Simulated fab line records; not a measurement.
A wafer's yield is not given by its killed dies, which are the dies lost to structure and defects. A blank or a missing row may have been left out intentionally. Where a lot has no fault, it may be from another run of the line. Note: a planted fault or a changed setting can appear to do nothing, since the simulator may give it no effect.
Which of the tools did it? + flow n5-finfet + 21 wafers from 7 lots sampled at 4 of the route's 1938 steps

## WHAT THE GAUGES READ, wafer by wafer
N5_BEOL_M4_OCD_MEAS_38.
| lot  | measured     | on     | trench-depth-nm (nm) |
|------|--------------|--------|----------------------|
| L586 | day 9 02:37  | ocd-01 | 56.3 54.3 56.5       |
| L588 | day 10 08:59 | ocd-02 | 58.3 60.7 61.4       |
| L593 | day 10 14:23 | ocd-02 | 62.1 61.0 61.6       |
| L597 | day 11 23:10 | ocd-02 | 55.8 54.8 56.9       |
| L600 | day 12 12:53 | ocd-01 | 55.8 56.1 56.4       |
| L606 | day 13 20:12 | ocd-02 | 55.8 54.1 55.3       |
| L605 | day 13 23:56 | ocd-01 | 56.7 56.2 53.5       |

## WHAT TOOL EACH LOT RAN ON (gives the tool, then ch and the chambers of the sampled wafers, and finally the start)
| lot  | N5_BEOL_M4_ETCH_69                 | N5_BEOL_M4_ETCHBACK_99             | N5_BEOL_M4_TRENCH_ETCH_37          |
|------|------------------------------------|------------------------------------|------------------------------------|
| L586 | rie-diel-05 ch 0,1,2, day 8 22:26  | rie-diel-01 ch 1,2, day 9 02:13    | rie-diel-01 ch 1,2, day 9 02:28    |
| L588 | rie-diel-01 ch 1,2,3, day 9 14:57  | rie-diel-01 ch 1,2,3, day 10 08:35 | rie-diel-01 ch 1,2,3, day 10 08:50 |
| L593 | rie-diel-02 ch 0,3, day 10 08:46   | rie-diel-01 ch 1,3, day 10 14:00   | rie-diel-01 ch 1,3, day 10 14:14   |
| L597 | rie-diel-01 ch 0,1,2, day 11 21:50 | rie-diel-05 ch 0,1, day 11 22:46   | rie-diel-05 ch 0,1, day 11 23:01   |
| L600 | rie-diel-02 ch 2,3, day 12 05:11   | rie-diel-02 ch 0,1,2, day 12 12:29 | rie-diel-02 ch 0,1,2, day 12 12:44 |
| L606 | rie-diel-01 ch 0,1,3, day 13 15:15 | rie-diel-05 ch 0,2,3, day 13 19:49 | rie-diel-05 ch 0,2,3, day 13 20:04 |
| L605 | rie-diel-05 ch 0,3, day 13 17:25   | rie-diel-01 ch 0,1,3, day 13 23:32 | rie-diel-01 ch 0,1,3, day 13 23:47 |
- N5_BEOL_M4_ETCH_69: etches SiARC in CF4, target depth 15.6 nm, time 26 s.
- N5_BEOL_M4_ETCHBACK_99: etches SiO2 in CHF3, target depth 5 nm, time 10.4 s.
- N5_BEOL_M4_TRENCH_ETCH_37: etches SiOC in C4F6/O2, target depth 55.555 nm, time 29.2 s.

## THE ANSWER, worked out from the rows above alone
Rule: what is usual is taken from the lots themselves. Put in order of their means at a reading, lots are off if they are a third of the lots or fewer, leave a main group of 4 or more, and stand apart from it by a gap of 3 or more times the standard deviation of the main group's means; of several such gaps the widest counts. If all means in a main group match to the digits the tables above print for the reading, that group is not used. A lot without any number at a reading at which 4 lots or more have one is off too. Any other lot the step has rows for is counted as sound.
Off, at N5_BEOL_M4_OCD_MEAS_38 on trench-depth-nm: L588, L593. Mean 55.6 nm and standard deviation 0.35 in the main group.
A tool fits if, at a process step before that reading, it ran every lot that is off, and no sound lot after the first of them. The gauges at N5_BEOL_M4_OCD_MEAS_38 are tried like those tools. Not one of the candidates tried fits.

## WHAT THE SIMULATOR PUT IN
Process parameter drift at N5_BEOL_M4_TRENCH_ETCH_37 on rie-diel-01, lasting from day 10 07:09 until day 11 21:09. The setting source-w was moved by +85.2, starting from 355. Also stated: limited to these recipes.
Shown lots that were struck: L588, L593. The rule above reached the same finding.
